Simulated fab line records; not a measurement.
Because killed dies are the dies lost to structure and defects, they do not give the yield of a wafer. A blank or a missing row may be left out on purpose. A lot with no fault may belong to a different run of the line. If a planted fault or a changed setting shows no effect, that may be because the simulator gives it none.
Chamber matching	flow n5Finfet	rieDiel-02 running N5_MOL_CONTACT_COAG_ETCH_65: 4 sister chambers
The step etches underlayer in N2/H2, target depth 13 nm, time 10.4 s. 8 wafers are shown with their chamber, then 9 later ones without.

== WAFERS PAIRED WITH THEIR CHAMBERS ==
wafer	chamber	drypumpMotorCurrentA (A)	showerheadPlenumPTorr (Torr)
L079.3	1	5.6	2.64
L081.6	0	5.3	2.60
L084.3	2	5.0	2.52
L084.4	1	5.5	2.63
L084.5	3	5.8	2.69
L086.1	0	5.3	2.59
L086.2	2	5.0	2.51
L086.4	3	5.8	2.68

== WAFERS MISSING THEIR CHAMBER ==
wafer	drypumpMotorCurrentA (A)	showerheadPlenumPTorr (Torr)
L087.2	5.3	2.59
L087.3	5.0	2.51
L087.6	5.3	2.59
L091.1	5.5	2.63
L091.3	5.0	2.51
L091.4	5.3	2.59
L097.2	5.0	2.50
L097.3	5.3	2.58
L097.6	5.5	2.63

== WHICH CHAMBER EACH WENT THROUGH ==
wafer	from the rows above	in truth
L087.2	0	0
L087.3	2	2
L087.6	0	0
L091.1	1	1
L091.3	2	2
L091.4	0	0
L097.2	2	2
L097.3	0	0
L097.6	1	1
9 of 9 placed correctly. Not placeable from these rows: 0. 0 placed wrongly.
How it was worked out, from the rows above alone: a wafer's distance from a chamber is the root of the sum, over the readings, of the square of ((its reading less the chamber's mean) divided by the reading's scatter). If the next closest chamber is less than 2 further off than the closest, the wafer can't be placed; otherwise it belongs to the closest. The mean given for a chamber averages the wafers shown for that chamber. The scatter: take each reading less its chamber's mean, square it, sum over the shown wafers, divide by the number of wafers less the number of chambers, and take the root.
